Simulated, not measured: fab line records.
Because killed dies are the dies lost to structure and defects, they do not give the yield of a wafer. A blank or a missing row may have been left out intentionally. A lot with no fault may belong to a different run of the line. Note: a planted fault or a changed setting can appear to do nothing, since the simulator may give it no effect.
Matching of chambers :: flow nand_harc :: NHARC_A_BLC_ALD_23 on ald_metal-02: 4 sister chambers
The step deposits TiN, target thk 3 nm, pulse time 1 s, ald cycles 150. 16 wafers are shown with their chamber, then 8 later ones without.

## EACH WAFER AND ITS CHAMBER
wafer: L075.2
chamber: 1
heater_power_w (W): 1155
precursor_pulse_height_rel: 1.013

wafer: L075.4
chamber: 0
heater_power_w (W): 955
precursor_pulse_height_rel: 1.017

wafer: L075.5
chamber: 0
heater_power_w (W): 973
precursor_pulse_height_rel: 0.999

wafer: L077.3
chamber: 2
heater_power_w (W): 1230
precursor_pulse_height_rel: 0.995

wafer: L077.5
chamber: 2
heater_power_w (W): 1215
precursor_pulse_height_rel: 1.005

wafer: L077.6
chamber: 1
heater_power_w (W): 1196
precursor_pulse_height_rel: 0.997

wafer: L079.1
chamber: 3
heater_power_w (W): 1066
precursor_pulse_height_rel: 1.004

wafer: L079.5
chamber: 0
heater_power_w (W): 985
precursor_pulse_height_rel: 1.002

wafer: L079.6
chamber: 3
heater_power_w (W): 1083
precursor_pulse_height_rel: 0.985

wafer: L081.1
chamber: 3
heater_power_w (W): 1083
precursor_pulse_height_rel: 1.009

wafer: L081.4
chamber: 0
heater_power_w (W): 977
precursor_pulse_height_rel: 1.011

wafer: L081.6
chamber: 0
heater_power_w (W): 942
precursor_pulse_height_rel: 1.009

wafer: L087.2
chamber: 2
heater_power_w (W): 1196
precursor_pulse_height_rel: 1.002

wafer: L087.3
chamber: 0
heater_power_w (W): 899
precursor_pulse_height_rel: 0.982

wafer: L087.6
chamber: 2
heater_power_w (W): 1239
precursor_pulse_height_rel: 1.049

wafer: L088.1
chamber: 3
heater_power_w (W): 1021
precursor_pulse_height_rel: 0.995

SIGNATURES (averages over the wafers above)
reading: heater_power_w
chamber 0: 955.17
chamber 1: 1175.50
chamber 2: 1220.00
chamber 3: 1063.25
scatter within a chamber: 28.1

reading: precursor_pulse_height_rel
chamber 0: 1.00333
chamber 1: 1.00500
chamber 2: 1.01275
chamber 3: 0.99825
scatter within a chamber: 0.0159
Rule: for each reading, subtract the chamber's mean from the wafer's reading, divide by that reading's scatter and square the result; add these up over the readings and take the root, which gives the wafer's distance from the chamber. If the next closest chamber is less than 2 further off than the closest, the wafer can't be placed; otherwise it belongs to the closest. How the scatter is found: for the shown wafers, subtract from each reading the mean of its chamber, square and add these, divide the total by (wafers less chambers), then take the root.

## WAFERS WITH NO CHAMBER GIVEN
wafer: L088.2
heater_power_w (W): 885
precursor_pulse_height_rel: 1.038

wafer: L088.4
heater_power_w (W): 1218
precursor_pulse_height_rel: 1.017

wafer: L094.2
heater_power_w (W): 1067
precursor_pulse_height_rel: 1.029

wafer: L094.3
heater_power_w (W): 928
precursor_pulse_height_rel: 0.981

wafer: L094.4
heater_power_w (W): 1128
precursor_pulse_height_rel: 0.984

wafer: L095.1
heater_power_w (W): 1041
precursor_pulse_height_rel: 0.993

wafer: L095.4
heater_power_w (W): 1073
precursor_pulse_height_rel: 1.001

wafer: L095.6
heater_power_w (W): 1271
precursor_pulse_height_rel: 0.977

## EACH ONE'S CHAMBER
wafer: L088.2
from the rows above: 0
in truth: 0

wafer: L088.4
from the rows above: can't be placed: 2 or 1
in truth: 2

wafer: L094.2
from the rows above: 3
in truth: 3

wafer: L094.3
from the rows above: 0
in truth: 0

wafer: L094.4
from the rows above: can't be placed: 1 or 3 or 2
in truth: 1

wafer: L095.1
from the rows above: 3
in truth: 3

wafer: L095.4
from the rows above: 3
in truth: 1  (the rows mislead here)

wafer: L095.6
from the rows above: can't be placed: 2 or 1
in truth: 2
Placed correctly: 4 of 8. Can't be placed from these rows: 3 (the true chamber is among the candidates in 3). Wrongly placed: 1.
